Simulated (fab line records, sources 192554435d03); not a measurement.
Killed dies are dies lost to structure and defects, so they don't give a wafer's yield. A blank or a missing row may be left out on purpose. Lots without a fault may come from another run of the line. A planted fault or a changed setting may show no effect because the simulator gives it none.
Chamber matching | flow n5_finfet | N5_DUMMY_GATE_ALD_02 on ald_sin-02: 4 sister chambers
The step deposits SiO2, target thk 2 nm, pulse time 1 s. 24 wafers are shown with their chamber, then 12 later ones without.

WAFERS WITH THEIR CHAMBER
wafer  | chamber | heater_power_w (W) | precursor_pulse_height_rel
L074.2 | 3       | 482                | 1.002
L074.3 | 2       | 504                | 0.985
L074.4 | 1       | 435                | 0.991
L075.2 | 1       | 444                | 1.024
L075.4 | 3       | 482                | 1.014
L075.5 | 2       | 498                | 0.976
L077.1 | 1       | 442                | 1.007
L077.4 | 2       | 493                | 1.022
L077.6 | 3       | 485                | 0.988
L078.1 | 0       | 462                | 0.979
L078.3 | 3       | 495                | 0.981
L078.6 | 3       | 488                | 0.998
L081.1 | 1       | 428                | 0.973
L081.2 | 3       | 481                | 1.003
L081.3 | 0       | 448                | 1.048
L084.1 | 2       | 490                | 1.001
L084.3 | 3       | 498                | 1.018
L084.6 | 2       | 490                | 1.016
L086.2 | 0       | 448                | 0.981
L086.3 | 3       | 493                | 1.011
L086.4 | 2       | 493                | 0.990
L089.1 | 2       | 490                | 0.994
L089.5 | 1       | 435                | 1.013
L089.6 | 2       | 495                | 1.041

SIGNATURES (means of the wafers above)
reading                    | chamber 0 | chamber 1 | chamber 2 | chamber 3 | scatter within a chamber
heater_power_w             | 452.67    | 436.80    | 494.12    | 488.00    | 6.18
precursor_pulse_height_rel | 1.00267   | 1.00160   | 1.00313   | 1.00188   | 0.0213
Rule: a wafer's distance from a chamber is the root of the sum, over the readings, of the square of ((its reading less the chamber's mean) divided by the reading's scatter). The wafer belongs to the nearest chamber; if the next one is less than 2 further off, it can't be placed. The scatter: the root of (the sum of the squares of (reading less its chamber's mean) over the shown wafers, divided by (wafers less chambers)).

WAFERS WITHOUT THEIR CHAMBER
wafer  | heater_power_w (W) | precursor_pulse_height_rel
L092.1 | 494                | 0.968
L092.2 | 487                | 0.979
L092.5 | 496                | 1.007
L093.2 | 493                | 0.980
L093.4 | 480                | 1.013
L093.6 | 508                | 1.018
L094.2 | 442                | 1.028
L094.5 | 502                | 0.984
L094.6 | 488                | 0.978
L095.1 | 470                | 0.983
L095.3 | 491                | 0.993
L095.4 | 442                | 1.008

WHICH CHAMBER EACH WENT THROUGH
wafer  | from the rows above          | in truth
L092.1 | can't be placed: 2 or 3      | 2
L092.2 | can't be placed: 3 or 2      | 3
L092.5 | can't be placed: 2 or 3      | 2
L093.2 | can't be placed: 2 or 3      | 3
L093.4 | can't be placed: 3 or 2      | 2
L093.6 | can't be placed: 2 or 3      | 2
L094.2 | can't be placed: 1 or 0      | 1
L094.5 | can't be placed: 2 or 3      | 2
L094.6 | can't be placed: 3 or 2      | 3
L095.1 | can't be placed: 0 or 3 or 2 | 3
L095.3 | can't be placed: 3 or 2      | 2
L095.4 | can't be placed: 1 or 0      | 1
Placed correctly: 0 of 12. Can't be placed from these rows: 12 (the true chamber is among the candidates in 12). Placed wrongly: 0.
